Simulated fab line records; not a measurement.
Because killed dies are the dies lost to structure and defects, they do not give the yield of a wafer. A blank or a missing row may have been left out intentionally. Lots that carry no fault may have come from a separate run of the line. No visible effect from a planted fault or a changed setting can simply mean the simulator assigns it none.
Matching of chambers	flow nand-harc	pecvd-01 running NHARC_A_STAIRCASE_DEP_301: 3 sister chambers
The step deposits SiON, target thk 30 nm. 3 wafers are shown with their chamber, then 9 later ones without.

WAFERS WITH THEIR CHAMBER
wafer	chamber	heater-power-w (W)
L089.5	2	755
L091.1	1	831
L091.5	0	757

WAFERS WITH NO CHAMBER GIVEN
wafer	heater-power-w (W)
L092.2	871
L092.4	854
L092.6	710
L090.4	781
L090.5	870
L090.6	670
L093.3	906
L093.5	771
L093.6	907

CHAMBER TAKEN BY EACH
wafer	from the rows above	in truth
L092.2	can't be placed: 1 or 0 or 2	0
L092.4	can't be placed: 1 or 0 or 2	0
L092.6	can't be placed: 2 or 0 or 1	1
L090.4	can't be placed: 0 or 2 or 1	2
L090.5	can't be placed: 1 or 0 or 2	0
L090.6	can't be placed: 2 or 0 or 1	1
L093.3	can't be placed: 1 or 0 or 2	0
L093.5	can't be placed: 0 or 2 or 1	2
L093.6	can't be placed: 1 or 0 or 2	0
0 of 9 placed correctly. From these rows, 9 cannot be placed; in 9 the true chamber is one of the candidates. Wrongly placed: 0.
How it was worked out, from the rows above alone: a wafer's distance from a chamber is the root of the sum, over the readings, of the square of ((its reading less the chamber's mean) divided by the reading's scatter). The wafer belongs to the nearest chamber; if the next one is less than 2 further off, it can't be placed. The mean given for a chamber averages the wafers shown for that chamber. The scatter: root of mean squared gap, hidden wafer to nearest shown wafer, with one shown wafer a chamber.
